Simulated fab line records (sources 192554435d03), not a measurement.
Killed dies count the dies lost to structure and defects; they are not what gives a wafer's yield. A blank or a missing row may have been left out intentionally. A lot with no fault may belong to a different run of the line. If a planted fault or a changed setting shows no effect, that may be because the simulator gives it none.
Chamber matching :: flow n5-finfet :: pecvd-03 running N5_BEOL_M8_PECVD_70: 3 sister chambers
The step deposits SiO2 from TEOS/O2, target thk 20 nm, time 22.7 s. 6 wafers are shown with their chamber, then 9 later ones without.

WAFERS, EACH WITH ITS CHAMBER
wafer: L084.5
chamber: 2
throttle-valve-pct (%): 19.6
heater-power-outer-w (W): 488

wafer: L089.4
chamber: 2
throttle-valve-pct (%): 20.0
heater-power-outer-w (W): 507

wafer: L089.5
chamber: 0
throttle-valve-pct (%): 22.7
heater-power-outer-w (W): 525

wafer: L090.2
chamber: 0
throttle-valve-pct (%): 22.4
heater-power-outer-w (W): 504

wafer: L090.3
chamber: 1
throttle-valve-pct (%): 23.7
heater-power-outer-w (W): 360

wafer: L090.5
chamber: 1
throttle-valve-pct (%): 23.9
heater-power-outer-w (W): 360

WAFERS WITHOUT THEIR CHAMBER
wafer: L093.3
throttle-valve-pct (%): 22.2
heater-power-outer-w (W): 440

wafer: L093.5
throttle-valve-pct (%): 23.8
heater-power-outer-w (W): 425

wafer: L093.6
throttle-valve-pct (%): 20.1
heater-power-outer-w (W): 571

wafer: L096.2
throttle-valve-pct (%): 23.6
heater-power-outer-w (W): 452

wafer: L096.4
throttle-valve-pct (%): 23.6
heater-power-outer-w (W): 447

wafer: L096.5
throttle-valve-pct (%): 22.2
heater-power-outer-w (W): 551

wafer: L097.3
throttle-valve-pct (%): 22.4
heater-power-outer-w (W): 503

wafer: L097.5
throttle-valve-pct (%): 20.0
heater-power-outer-w (W): 457

wafer: L097.6
throttle-valve-pct (%): 23.7
heater-power-outer-w (W): 476

WHICH CHAMBER EACH ONE RAN IN
wafer: L093.3
from the rows above: 0
in truth: 0

wafer: L093.5
from the rows above: 1
in truth: 1

wafer: L093.6
from the rows above: 2
in truth: 2

wafer: L096.2
from the rows above: can't be placed: 0 or 1
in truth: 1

wafer: L096.4
from the rows above: can't be placed: 0 or 1
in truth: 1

wafer: L096.5
from the rows above: 0
in truth: 0

wafer: L097.3
from the rows above: 0
in truth: 0

wafer: L097.5
from the rows above: 2
in truth: 2

wafer: L097.6
from the rows above: 0
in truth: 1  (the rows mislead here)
Correctly placed: 6 of 9. From these rows, 2 cannot be placed; in 2 the true chamber is one of the candidates. Number placed wrongly: 1.
How it was worked out, from the rows above alone: a wafer's distance from a chamber is the root of the sum, over the readings, of the square of ((its reading less the chamber's mean) divided by the reading's scatter). The wafer belongs to the nearest chamber; if the next one is less than 2 further off, it can't be placed. Each chamber's mean is taken over the wafers shown for it. The scatter: take each reading less its chamber's mean, square it, sum over the shown wafers, divide by the number of wafers less the number of chambers, and take the root.
